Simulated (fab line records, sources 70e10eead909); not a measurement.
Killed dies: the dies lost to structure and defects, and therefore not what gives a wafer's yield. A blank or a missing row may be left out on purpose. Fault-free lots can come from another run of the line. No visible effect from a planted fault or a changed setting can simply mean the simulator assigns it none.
The tool behind it: which one? | flow nand_harc | 13 lots, 39 wafers sampled, at 5 steps of a route of 1159

== WHAT EACH GAUGE READ, for each wafer ==
NHARC_A_M1_CD_MEAS_09: the cd target is 120 nm. Usual: cd_nm 120.4 nm, standard deviation 0.71.
lot  | measured     | on        | cd_nm (nm)        | flag
L325 | day 18 04:07 | cd_sem-01 | 120.6 120.7 121.1 |
L329 | day 18 04:51 | cd_sem-03 | 119.6 120.7 120.9 |
L330 | day 18 14:51 | cd_sem-03 | 120.6 120.6 121.3 |
L328 | day 19 10:15 | cd_sem-03 | 120.7 119.5 120.1 |
L332 | day 19 16:07 | cd_sem-01 | 120.6 119.6 120.0 |
L333 | day 20 08:27 | cd_sem-03 | 121.1 121.4 120.7 |
L334 | day 20 17:11 | cd_sem-02 | 120.6 120.4 120.4 |
L336 | day 20 20:08 | cd_sem-01 | 119.9 121.7 121.3 |
L343 | day 21 21:28 | cd_sem-03 | 119.8 121.2 120.1 |
L341 | day 21 21:37 | cd_sem-03 | 120.5 120.8 121.4 |
L345 | day 22 11:18 | cd_sem-03 | 119.4 120.3 119.4 |
L346 | day 22 20:13 | cd_sem-02 | 120.6 119.9 119.1 |
L347 | day 23 04:59 | cd_sem-01 | 120.2 120.4 121.3 |

NHARC_END_SORT_01. Usual: defect_limited_yield 95.2 %, standard deviation 1.6; killed_at_array 29, standard deviation 11; killed_at_other 0.5, standard deviation 0.89; killed_at_periphery 3.3, standard deviation 2; killed_dies 32, standard deviation 11; killed_open 3.1, standard deviation 1.9; killed_short 2.3, standard deviation 1.6; sort_bin_2_pct 1.5 %, standard deviation 0.71; sort_bin_3_pct 0.30 %, standard deviation 0.22; sort_bin_4_pct 3.0 %, standard deviation 1.1; sort_n_pass 645, standard deviation 11; sort_rim_yield_pct 97.3 %, standard deviation 1.8; sort_yield_pct 95.2 %, standard deviation 1.6.
lot  | measured     | on        | defect_limited_yield (%) | killed_at_array | killed_at_other | killed_at_periphery | killed_dies | killed_open | killed_short | sort_bin_2_pct (%) | sort_bin_3_pct (%) | sort_bin_4_pct (%) | sort_n_pass | sort_rim_yield_pct (%) | sort_yield_pct (%) | flag
L325 | day 19 19:31 | prober-02 | 95.6 95.1 95.0           | 30 32 28        | 0 0 0           | 0 1 6               | 30 33 34    | 2 3 3       | 0 2 4        | 1.0 1.8 1.6        | 0.44 0.44 0.44     | 3.0 2.7 3.0        | 647 644 643 | 99.1 98.1 97.2         | 95.6 95.1 95.0     |
L329 | day 20 01:26 | prober-01 | 97.3 97.5 97.5           | 12 11 17        | 1 2 0           | 5 4 0               | 18 17 17    | 1 1 3       | 4 2 3        | 0.6 0.6 0.7        | 0 0.30 0.30        | 2.1 1.6 1.5        | 659 660 660 | 97.2 99.1 99.1         | 97.3 97.5 97.5     |
L330 | day 20 04:56 | prober-02 | 96.6 97.6 98.1           | 15 12 9         | 1 0 1           | 7 4 3               | 23 16 13    | 3 3 2       | 4 1 2        | 0.7 0.4 0.1        | 0.30 0.15 0.30     | 2.4 1.8 1.5        | 654 661 664 | 100.0 98.1 99.1        | 96.6 97.6 98.1     |
L328 | day 20 23:11 | prober-01 | 95.0 94.5 93.5           | 31 32 40        | 1 0 3           | 2 5 1               | 34 37 44    | 3 1 1       | 1 1 4        | 1.6 2.4 1.8        | 0.59 0.30 0.44     | 2.8 2.8 4.3        | 643 640 633 | 97.2 97.2 97.2         | 95.0 94.5 93.5     |
L332 | day 21 07:01 | prober-02 | 95.7 95.3 94.7           | 27 29 34        | 1 2 0           | 1 1 2               | 29 32 36    | 2 2 4       | 4 2 2        | 1.0 1.6 1.6        | 0.44 0.30 0.15     | 2.8 2.8 3.5        | 648 645 641 | 97.2 99.1 95.3         | 95.7 95.3 94.7     |
L333 | day 21 21:36 | prober-01 | 96.9 96.6 97.3           | 13 16 15        | 1 2 0           | 7 5 3               | 21 23 18    | 3 8 4       | 2 3 5        | 0.9 0.9 0.6        | 0 0 0.15           | 2.2 2.5 1.9        | 656 654 659 | 95.3 97.2 98.1         | 96.9 96.6 97.3     |
L334 | day 22 07:52 | prober-02 | 95.6 95.7 95.1           | 30 29 30        | 0 0 0           | 0 0 3               | 30 29 33    | 0 2 5       | 0 4 3        | 1.8 1.6 1.8        | 0.44 0.15 0.44     | 2.2 2.5 2.7        | 647 648 644 | 99.1 97.2 99.1         | 95.6 95.7 95.1     |
L336 | day 22 08:41 | prober-01 | 97.2 96.9 96.3           | 18 17 22        | 0 1 1           | 1 3 2               | 19 21 25    | 4 5 2       | 1 2 6        | 0.4 1.3 0.6        | 0.15 0.15 0        | 2.2 1.6 3.1        | 658 656 652 | 95.3 99.1 96.2         | 97.2 96.9 96.3     |
L343 | day 23 20:13 | prober-02 | 93.1 91.4 91.3           | 44 54 57        | 1 0 0           | 2 4 2               | 47 58 59    | 3 7 9       | 3 1 1        | 3.1 3.8 1.6        | 0 0.30 0.30        | 3.8 4.4 6.8        | 630 619 618 | 99.1 96.2 95.3         | 93.1 91.4 91.3     |
L341 | day 24 02:16 | prober-01 | 96.6 96.3 97.2           | 18 16 16        | 0 0 0           | 5 9 3               | 23 25 19    | 4 3 2       | 3 4 5        | 0.7 1.3 0.4        | 0.44 0.30 0.44     | 2.2 2.1 1.9        | 654 652 658 | 96.2 95.3 96.2         | 96.6 96.3 97.2     |
L345 | day 24 03:07 | prober-02 | 94.2 94.5 96.9           | 35 33 20        | 0 0 0           | 4 4 1               | 39 37 21    | 3 2 0       | 3 2 0        | 1.6 1.3 1.5        | 0.30 0.15 0.30     | 3.8 4.0 1.3        | 638 640 656 | 98.1 98.1 99.1         | 94.2 94.5 96.9     |
L346 | day 24 10:02 | prober-01 | 94.2 95.1 93.9           | 33 28 34        | 0 0 0           | 6 5 7               | 39 33 41    | 4 0 2       | 1 0 2        | 0.9 1.5 1.8        | 0.15 0 0           | 4.7 3.4 4.3        | 638 644 636 | 95.3 98.1 94.3         | 94.2 95.1 93.9     |
L347 | day 24 14:40 | prober-02 | 93.9 92.6 93.6           | 35 44 34        | 1 1 6           | 5 5 3               | 41 50 43    | 6 4 2       | 3 3 0        | 1.9 3.2 2.2        | 0.30 0.44 0        | 3.8 3.7 4.1        | 636 627 634 | 98.1 92.5 98.1         | 93.9 92.6 93.6     |

== TOOL THAT RAN EACH LOT (tool first, then ch and the chambers of the sampled wafers, then the start) ==
lot  | NHARC_A_M1_ANNEAL_31             | NHARC_A_M1_DEP_33               | NHARC_A_BONDPAD_CMP_29
L325 | rtp_anneal-01 ch 0, day 18 06:40 | pecvd-04 ch 0,2, day 18 08:21   | cmp-01 ch 1,2,3, day 18 09:25
L329 | rtp_anneal-01 ch 0, day 18 07:02 | pecvd-02 ch 1,2, day 18 08:18   | cmp-02 ch 1,3, day 18 09:25
L330 | rtp_anneal-02 ch 0, day 18 16:52 | pecvd-04 ch 1,2, day 18 17:55   | cmp-02 ch 0,3, day 18 19:03
L328 | rtp_anneal-02 ch 0, day 19 12:17 | pecvd-04 ch 0,1,2, day 19 13:15 | cmp-03 ch 0,2,3, day 19 14:13
L332 | rtp_anneal-02 ch 0, day 19 18:08 | pecvd-02 ch 0,1, day 19 19:06   | cmp-01 ch 0,1, day 19 20:04
L333 | rtp_anneal-02 ch 0, day 20 10:56 | pecvd-04 ch 1,2, day 20 11:57   | cmp-03 ch 0,3, day 20 13:03
L334 | rtp_anneal-01 ch 0, day 20 19:14 | pecvd-02 ch 0,2, day 20 20:15   | cmp-02 ch 0,1, day 20 21:13
L336 | rtp_anneal-02 ch 0, day 20 22:20 | pecvd-02 ch 1,2, day 20 23:16   | cmp-01 ch 0,3, day 21 00:13
L343 | rtp_anneal-02 ch 0, day 21 23:37 | pecvd-04 ch 0,1,2, day 22 00:29 | cmp-02 ch 1,2,3, day 22 01:34
L341 | rtp_anneal-02 ch 0, day 21 23:50 | pecvd-04 ch 0,2, day 22 00:50   | cmp-03 ch 0,1,3, day 22 01:49
L345 | rtp_anneal-01 ch 0, day 22 13:18 | pecvd-04 ch 0,2, day 22 14:13   | cmp-02 ch 0,1,3, day 22 15:19
L346 | rtp_anneal-01 ch 0, day 22 22:11 | pecvd-02 ch 0,2, day 23 00:07   | cmp-01 ch 0,2,3, day 23 01:04
L347 | rtp_anneal-02 ch 0, day 23 07:02 | pecvd-04 ch 0,1, day 23 07:58   | cmp-01 ch 1,2, day 23 08:56
- NHARC_A_M1_ANNEAL_31: time 90 s.
- NHARC_A_M1_DEP_33: deposits SiCN, target thk 30 nm.
- NHARC_A_BONDPAD_CMP_29: polishes SiCN, target thk 200 nm.

== AS READ BY THE TOOLS THEMSELVES (means over the sampled wafers that have a number; for cases with no such wafer, the mark the record gives instead) ==
NHARC_A_M1_ANNEAL_31. Usual: wafer_temp_C_max 226.08, standard deviation 0.25.
lot  | tool          | wafer_temp_C_max | flag
L325 | rtp_anneal-01 | 226.16           |
L329 | rtp_anneal-01 | 226.24           |
L330 | rtp_anneal-02 | 226.21           |
L328 | rtp_anneal-02 | 226.16           |
L332 | rtp_anneal-02 | 226.00           |
L333 | rtp_anneal-02 | 226.17           |
L334 | rtp_anneal-01 | 225.79           |
L336 | rtp_anneal-02 | 226.23           |
L343 | rtp_anneal-02 | 226.02           |
L341 | rtp_anneal-02 | 225.97           |
L345 | rtp_anneal-01 | 226.42           |
L346 | rtp_anneal-01 | 225.94           |
L347 | rtp_anneal-02 | 225.95           |

NHARC_A_M1_DEP_33. Usual: chamber_pressure_Torr 3.001 Torr, standard deviation 0.0067; heater_power_outer_w 327 W, standard deviation 42; heater_power_w 563 W, standard deviation 71.
lot  | tool     | chamber_pressure_Torr (Torr) | heater_power_outer_w (W) | heater_power_w (W) | flag
L325 | pecvd-04 | 2.999                        | 295                      | 513                |
L329 | pecvd-02 | 3.002                        | 295                      | 477                |
L330 | pecvd-04 | 2.997                        | 382                      | 636                |
L328 | pecvd-04 | 2.998                        | 336                      | 592                |
L332 | pecvd-02 | 3.002                        | 299                      | 492                |
L333 | pecvd-04 | 3.000                        | 329                      | 576                |
L334 | pecvd-02 | 3.004                        | 287                      | 494                |
L336 | pecvd-02 | 3.005                        | 266                      | 445                |
L343 | pecvd-04 | -                            | -                        | -                  | OFF
L341 | pecvd-04 | -                            | -                        | -                  | OFF
L345 | pecvd-04 | 2.991                        | 305                      | 534                |
L346 | pecvd-02 | 3.005                        | 290                      | 503                |
L347 | pecvd-04 | 2.999                        | 365                      | 618                |

NHARC_A_BONDPAD_CMP_29. Usual: edge_zone_pressure_frac 1.000, standard deviation 0.0048; motor_current_A 11.7 A, standard deviation 1.2.
lot  | tool   | edge_zone_pressure_frac | motor_current_A (A) | flag
L325 | cmp-01 | 1.000                   | 12.1                |
L329 | cmp-02 | 0.999                   | 11.3                |
L330 | cmp-02 | 0.999                   | 11.1                |
L328 | cmp-03 | 1.002                   | 11.7                |
L332 | cmp-01 | 1.001                   | 13.2                |
L333 | cmp-03 | 1.005                   | 12.1                |
L334 | cmp-02 | 1.001                   | 11.3                |
L336 | cmp-01 | 0.997                   | 12.4                |
L343 | cmp-02 | 1.005                   | 11.3                |
L341 | cmp-03 | 1.002                   | 11.2                |
L345 | cmp-02 | 0.996                   | 11.2                |
L346 | cmp-01 | 0.997                   | 12.8                |
L347 | cmp-01 | 0.998                   | 13.4                |

== THE ANSWER, worked out from the rows above alone ==
Rule: take the mean of a lot's wafers that have a number; if it is more than 3 standard deviations from the usual mean, the lot is off. A lot without any number at a reading at which 4 lots or more have one is off too. The other lots that the step has rows for count as sound. First the gauges in route order, then the tools' own readings, where a lot's mean is used as printed above. At the first step where some lot is off, the reading lying furthest off is the one used; lots without a number count as furthest.
Off: L343, L341, at NHARC_A_M1_DEP_33 (chamber_pressure_Torr). Without a number there: L343, L341.
A tool fits if, at that step or a process step before it, it ran every lot that is off, and no sound lot after the first of them. Of those tried, none fits.

== WHAT THE SIMULATOR HAD INSERTED ==
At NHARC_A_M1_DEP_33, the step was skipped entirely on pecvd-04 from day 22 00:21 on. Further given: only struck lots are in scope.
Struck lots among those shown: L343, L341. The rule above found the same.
